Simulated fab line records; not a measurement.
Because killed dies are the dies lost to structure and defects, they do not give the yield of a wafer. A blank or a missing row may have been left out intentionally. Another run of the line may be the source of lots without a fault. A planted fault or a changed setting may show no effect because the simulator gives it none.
The tool behind it: which one? + flow n5Finfet + 72 wafers from 24 lots sampled at 4 of the route's 1938 steps

## WHAT EACH GAUGE READ, for each wafer
N5_BEOL_M8_CD_MEAS_35: target cd 40 nm. Usual: 39.7 nm for cdNm, sd 0.6.
| lot  | measured     | on       | cdNm (nm)      | flag |
|------|--------------|----------|----------------|------|
| L074 | day 11 04:11 | cdSem-02 | 40.4 39.5 40.3 |      |
| L076 | day 11 19:58 | cdSem-03 | 41.3 39.9 39.7 |      |
| L077 | day 12 07:50 | cdSem-02 | 39.8 38.5 39.4 |      |
| L075 | day 12 12:29 | cdSem-03 | 39.7 39.0 39.8 |      |
| L078 | day 12 16:53 | cdSem-03 | 40.5 40.0 40.2 |      |
| L079 | day 12 22:40 | cdSem-02 | 40.0 40.5 40.9 |      |
| L080 | day 13 11:21 | cdSem-03 | 39.8 40.2 40.1 |      |
| L081 | day 13 19:19 | cdSem-02 | 40.7 39.1 39.8 |      |
| L082 | day 13 23:27 | cdSem-02 | 38.5 38.6 40.1 |      |
| L084 | day 13 23:16 | cdSem-02 | 39.6 39.3 39.5 |      |
| L083 | day 14 03:42 | cdSem-01 | 39.7 39.6 39.3 |      |
| L085 | day 14 09:44 | cdSem-01 | 39.6 40.8 41.1 |      |
| L087 | day 14 09:55 | cdSem-02 | 39.9 39.7 40.9 |      |
| L086 | day 15 04:56 | cdSem-03 | 39.6 40.2 40.2 |      |
| L090 | day 15 13:11 | cdSem-02 | 38.6 40.8 39.4 |      |
| L089 | day 15 13:56 | cdSem-01 | 39.5 39.8 39.2 |      |
| L088 | day 15 21:01 | cdSem-03 | 38.3 39.7 39.7 |      |
| L092 | day 16 09:39 | cdSem-02 | 39.3 40.2 40.1 |      |
| L091 | day 16 11:02 | cdSem-02 | 39.2 40.6 40.0 |      |
| L093 | day 16 18:28 | cdSem-02 | 39.6 39.2 39.9 |      |
| L094 | day 16 23:15 | cdSem-01 | 39.8 39.9 39.9 |      |
| L095 | day 16 23:18 | cdSem-01 | 40.0 40.4 40.9 |      |
| L096 | day 16 23:40 | cdSem-01 | 39.0 39.1 39.7 |      |
| L097 | day 17 10:52 | cdSem-03 | 40.3 39.7 39.2 |      |

## WHAT TOOL EACH LOT RAN ON (gives the tool, then ch and the chambers of the sampled wafers, and finally the start)
| lot  | N5_BEOL_M7_SURFACE_TREAT_79 | N5_BEOL_M7_DEP_56               | N5_BEOL_M8_VIA_ETCH_34            |
|------|-----------------------------|---------------------------------|-----------------------------------|
| L074 | pvdSputter-01, day 10 21:59 | pecvd-04 ch 1,2, day 10 23:13   | rieDiel-04 ch 0,2, day 11 03:46   |
| L076 | pvdSputter-02, day 11 11:23 | pecvd-04 ch 1,2, day 11 13:12   | rieDiel-03 ch 2,3, day 11 19:27   |
| L077 | pvdSputter-02, day 12 01:30 | pecvd-04 ch 0,2, day 12 02:49   | rieDiel-04 ch 1,2,3, day 12 07:26 |
| L075 | pvdSputter-03, day 12 05:25 | pecvd-01 ch 0,2, day 12 06:34   | rieDiel-01 ch 0,3, day 12 12:05   |
| L078 | pvdSputter-03, day 12 08:59 | pecvd-04 ch 0,1,2, day 12 10:39 | rieDiel-04 ch 0,1,3, day 12 16:29 |
| L079 | pvdSputter-02, day 12 13:16 | pecvd-02 ch 2, day 12 14:25     | rieDiel-04 ch 0,1,2, day 12 22:16 |
| L080 | pvdSputter-02, day 13 03:53 | pecvd-02 ch 0,1,2, day 13 05:46 | rieDiel-01 ch 0,2, day 13 10:57   |
| L081 | pvdSputter-01, day 13 12:20 | pecvd-04 ch 1,2, day 13 13:35   | rieDiel-01 ch 0,1,2, day 13 18:54 |
| L082 | pvdSputter-02, day 13 16:21 | pecvd-01 ch 0,1,2, day 13 17:30 | rieDiel-01 ch 1,3, day 13 23:02   |
| L084 | pvdSputter-03, day 13 16:50 | pecvd-01 ch 0,1, day 13 18:14   | rieDiel-03 ch 0,1,2, day 13 22:52 |
| L083 | pvdSputter-01, day 13 20:31 | pecvd-01 ch 0,1,2, day 13 22:03 | rieDiel-03 ch 1,2, day 14 03:17   |
| L085 | pvdSputter-01, day 14 04:27 | pecvd-02 ch 0,1, day 14 05:31   | rieDiel-01 ch 0,1,2, day 14 09:19 |
| L087 | pvdSputter-02, day 14 04:57 | pecvd-04 ch 0,1,2, day 14 06:04 | rieDiel-03 ch 1,2, day 14 09:30   |
| L086 | pvdSputter-03, day 14 23:32 | pecvd-04 ch 0,1, day 15 00:48   | rieDiel-04 ch 0,2,3, day 15 04:24 |
| L090 | pvdSputter-03, day 15 03:17 | pecvd-01 ch 0,1,2, day 15 04:21 | rieDiel-03 ch 1,3, day 15 12:46   |
| L089 | pvdSputter-03, day 15 03:27 | pecvd-02 ch 0,2, day 15 04:50   | rieDiel-04 ch 0,3, day 15 13:32   |
| L088 | pvdSputter-01, day 15 13:24 | pecvd-04 ch 0,1, day 15 14:50   | rieDiel-04 ch 1,3, day 15 20:37   |
| L092 | pvdSputter-03, day 16 02:55 | pecvd-01 ch 1,2, day 16 04:12   | rieDiel-01 ch 0,1,2, day 16 09:07 |
| L091 | pvdSputter-01, day 16 03:14 | pecvd-04 ch 0,2, day 16 04:38   | rieDiel-03 ch 1,2, day 16 10:30   |
| L093 | pvdSputter-01, day 16 10:14 | pecvd-04 ch 0,1,2, day 16 11:42 | rieDiel-04 ch 1,2,3, day 16 18:04 |
| L094 | pvdSputter-03, day 16 14:34 | pecvd-01 ch 0,2, day 16 15:55   | rieDiel-01 ch 0,3, day 16 22:51   |
| L095 | pvdSputter-02, day 16 14:45 | pecvd-02 ch 0,2, day 16 16:04   | rieDiel-03 ch 0,1,3, day 16 22:53 |
| L096 | pvdSputter-01, day 16 15:46 | pecvd-04 ch 0,1,2, day 16 17:07 | rieDiel-01 ch 0,2,3, day 16 23:15 |
| L097 | pvdSputter-03, day 17 00:49 | pecvd-02 ch 2, day 17 02:29     | rieDiel-04 ch 1,2,3, day 17 10:28 |
- N5_BEOL_M7_SURFACE_TREAT_79
- N5_BEOL_M7_DEP_56: deposits SiCN from 3MS/NH3, target thk 10 nm, time 17.5 s.
- N5_BEOL_M8_VIA_ETCH_34: etches SiCOH lowk in C4F6/O2, target depth 125.5 nm, time 50.5 s.

## AS READ BY THE TOOLS THEMSELVES (means over the sampled wafers that have a number; for cases with no such wafer, the mark the record gives instead)
N5_BEOL_M7_DEP_56. Usual: showerheadPlenumPTorr 3.671 Torr, standard deviation 0.018; throttleValvePct 9.0 %, standard deviation 0.49.
| lot  | tool     | showerheadPlenumPTorr (Torr) | throttleValvePct (%) | flag |
|------|----------|------------------------------|----------------------|------|
| L074 | pecvd-04 | 3.656                        | 8.6                  |      |
| L076 | pecvd-04 | 3.650                        | 8.8                  |      |
| L077 | pecvd-04 | 3.683                        | 9.0                  |      |
| L075 | pecvd-01 | 3.671                        | 8.3                  |      |
| L078 | pecvd-04 | 3.672                        | 9.0                  |      |
| L079 | pecvd-02 | 3.677                        | 9.3                  |      |
| L080 | pecvd-02 | 3.667                        | 9.1                  |      |
| L081 | pecvd-04 | 3.647                        | 8.6                  |      |
| L082 | pecvd-01 | 3.679                        | 9.0                  |      |
| L084 | pecvd-01 | 3.688                        | 9.5                  |      |
| L083 | pecvd-01 | 3.681                        | 9.0                  |      |
| L085 | pecvd-02 | 3.664                        | 9.1                  |      |
| L087 | pecvd-04 | 3.666                        | 9.0                  |      |
| L086 | pecvd-04 | 3.651                        | 9.0                  |      |
| L090 | pecvd-01 | 3.683                        | 9.0                  |      |
| L089 | pecvd-02 | 3.671                        | 9.4                  |      |
| L088 | pecvd-04 | 3.658                        | 9.0                  |      |
| L092 | pecvd-01 | 3.695                        | 9.4                  |      |
| L091 | pecvd-04 | 3.679                        | 9.1                  |      |
| L093 | pecvd-04 | 3.663                        | 9.0                  |      |
| L094 | pecvd-01 | 3.670                        | 8.5                  |      |
| L095 | pecvd-02 | 3.673                        | 9.3                  |      |
| L096 | pecvd-04 | 3.673                        | 9.0                  |      |
| L097 | pecvd-02 | 3.675                        | 9.3                  |      |

N5_BEOL_M8_VIA_ETCH_34. Usual: drypumpMotorCurrentA 5.8 A, standard deviation 0.49; oes_f_703_au 0.80 a.u., standard deviation 0.082; oesProductAu 0.81 a.u., standard deviation 0.091; rfVppV 672 V, standard deviation 14; showerheadPlenumPTorr 2.85 Torr, standard deviation 0.11; throttleValvePct 20.8 %, standard deviation 0.33.
| lot  | tool       | drypumpMotorCurrentA (A) | oes_f_703_au (a.u.) | oesProductAu (a.u.) | rfVppV (V) | showerheadPlenumPTorr (Torr) | throttleValvePct (%) | flag |
|------|------------|--------------------------|---------------------|---------------------|------------|------------------------------|----------------------|------|
| L074 | rieDiel-04 | 5.7                      | 0.71                | 0.71                | 678        | 2.76                         | 21.2                 |      |
| L076 | rieDiel-03 | 6.1                      | 0.72                | 0.71                | 666        | 2.85                         | 20.8                 |      |
| L077 | rieDiel-04 | 5.7                      | 0.80                | 0.83                | 690        | 2.88                         | 20.7                 |      |
| L075 | rieDiel-01 | 6.3                      | 0.74                | 0.74                | 655        | 2.88                         | 21.1                 |      |
| L078 | rieDiel-04 | 5.9                      | 0.81                | 0.83                | 681        | 2.92                         | 20.8                 |      |
| L079 | rieDiel-04 | 6.0                      | 0.74                | 0.75                | 676        | 2.81                         | 21.1                 |      |
| L080 | rieDiel-01 | 6.5                      | 0.70                | 0.69                | 654        | 2.86                         | 21.3                 |      |
| L081 | rieDiel-01 | 6.3                      | 0.75                | 0.74                | 662        | 2.79                         | 21.2                 |      |
| L082 | rieDiel-01 | 5.9                      | 0.83                | 0.85                | 666        | 2.76                         | 20.7                 |      |
| L084 | rieDiel-03 | 5.4                      | 0.84                | 0.84                | 672        | 2.89                         | 20.6                 |      |
| L083 | rieDiel-03 | 5.2                      | 0.83                | 0.82                | 669        | 2.84                         | 20.6                 |      |
| L085 | rieDiel-01 | 6.2                      | 0.74                | 0.73                | 661        | 2.79                         | 21.2                 |      |
| L087 | rieDiel-03 | 5.2                      | 0.82                | 0.82                | 669        | 2.84                         | 20.5                 |      |
| L086 | rieDiel-04 | 5.6                      | 0.75                | 0.75                | 682        | 2.84                         | 21.0                 |      |
| L090 | rieDiel-03 | 5.6                      | 0.88                | 0.88                | 667        | 2.89                         | 20.5                 |      |
| L089 | rieDiel-04 | 5.7                      | 0.76                | 0.75                | 672        | 2.89                         | 21.1                 |      |
| L088 | rieDiel-04 | 5.6                      | 0.81                | 0.84                | 694        | 2.97                         | 20.5                 |      |
| L092 | rieDiel-01 | 6.2                      | 0.83                | 0.84                | 661        | 2.78                         | 21.0                 |      |
| L091 | rieDiel-03 | 5.2                      | 0.80                | 0.80                | 669        | 2.83                         | 20.6                 |      |
| L093 | rieDiel-04 | 5.7                      | 0.84                | 0.87                | 693        | 2.98                         | 20.7                 |      |
| L094 | rieDiel-01 | 6.2                      | 0.91                | 0.92                | 656        | 2.87                         | 20.8                 |      |
| L095 | rieDiel-03 | 5.8                      | 0.87                | 0.86                | 669        | 2.93                         | 20.5                 |      |
| L096 | rieDiel-01 | 6.3                      | 0.83                | 0.83                | 658        | 2.79                         | 20.9                 |      |
| L097 | rieDiel-04 | 5.7                      | 0.83                | 0.86                | 692        | 2.97                         | 20.7                 |      |

## THE ANSWER, worked out from the rows above alone
Rule: lot off if the mean of its wafers having a number is beyond 3 standard deviations from the usual mean. A lot without any number at a reading at which 4 lots or more have one is off too. Where the step has rows for the other lots, those lots are counted as sound. Order of review: gauges by route order, followed by the tools' own readings, for which a lot's mean as printed above is used. At the first step where some lot is off, the reading lying furthest off is the one used; lots without a number count as furthest.
No lot is off on any of the readings shown, so nothing can be concluded from this.

## WHAT HAD BEEN PUT IN BY THE SIMULATOR
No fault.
